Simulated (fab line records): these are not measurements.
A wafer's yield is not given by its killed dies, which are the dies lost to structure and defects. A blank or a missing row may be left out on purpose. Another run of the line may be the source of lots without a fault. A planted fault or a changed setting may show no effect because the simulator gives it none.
Chamber matching -- flow n5Finfet -- N5_GATE_CUT_ETCH_19 on rieDiel-02 has 4 sister chambers
The step etches SiNx in CH3F/O2, target depth 53.7 nm, time 76.7 s. 16 wafers are shown with their chamber, then 8 later ones without.

## WAFERS WITH THEIR CHAMBER
wafer,chamber,drypumpMotorCurrentA (A),showerheadPlenumPTorr (Torr),rfVppV (V)
L076.1,3,6.2,1.96,299
L076.4,0,5.2,1.99,284
L076.6,0,5.2,1.99,282
L081.1,0,5.3,1.98,284
L081.4,2,5.7,2.12,300
L081.5,0,5.2,1.98,283
L083.1,0,5.2,1.98,283
L083.4,3,6.2,1.96,298
L083.5,1,6.0,1.89,291
L088.1,0,5.2,1.98,283
L088.4,1,6.0,1.89,288
L088.5,2,5.7,2.11,300
L089.2,0,5.2,1.98,281
L089.4,2,5.7,2.11,300
L089.6,1,6.0,1.89,290
L090.2,1,6.0,1.89,290

SIGNATURES (means of the wafers above)
reading,chamber 0,chamber 1,chamber 2,chamber 3,scatter within a chamber
drypumpMotorCurrentA,5.214,6.000,5.700,6.200,0.0267
showerheadPlenumPTorr,1.9829,1.8900,2.1133,1.9600,0.00418
rfVppV,282.86,289.75,300.00,298.50,1
Rule: a wafer's distance from a chamber is the root of the sum, over the readings, of the square of ((its reading less the chamber's mean) divided by the reading's scatter). The wafer belongs to the nearest chamber; if the next one is less than 2 further off, it can't be placed. The scatter: the root of (the sum of the squares of (reading less its chamber's mean) over the shown wafers, divided by (wafers less chambers)).

## WAFERS MISSING THEIR CHAMBER
wafer,drypumpMotorCurrentA (A),showerheadPlenumPTorr (Torr),rfVppV (V)
L090.3,5.2,1.98,284
L090.6,5.7,2.11,300
L096.2,5.7,2.11,301
L096.3,6.2,1.95,300
L096.5,5.7,2.11,300
L097.1,5.6,2.11,299
L097.2,6.2,1.95,299
L097.3,5.2,1.97,282

## WHICH CHAMBER EACH WENT THROUGH
wafer,from the rows above,in truth
L090.3,0,0
L090.6,2,2
L096.2,2,2
L096.3,3,3
L096.5,2,2
L097.1,2,2
L097.2,3,3
L097.3,0,0
Correct placement for 8 of the 8. Left unplaced by these rows: 0. Number placed wrongly: 0.
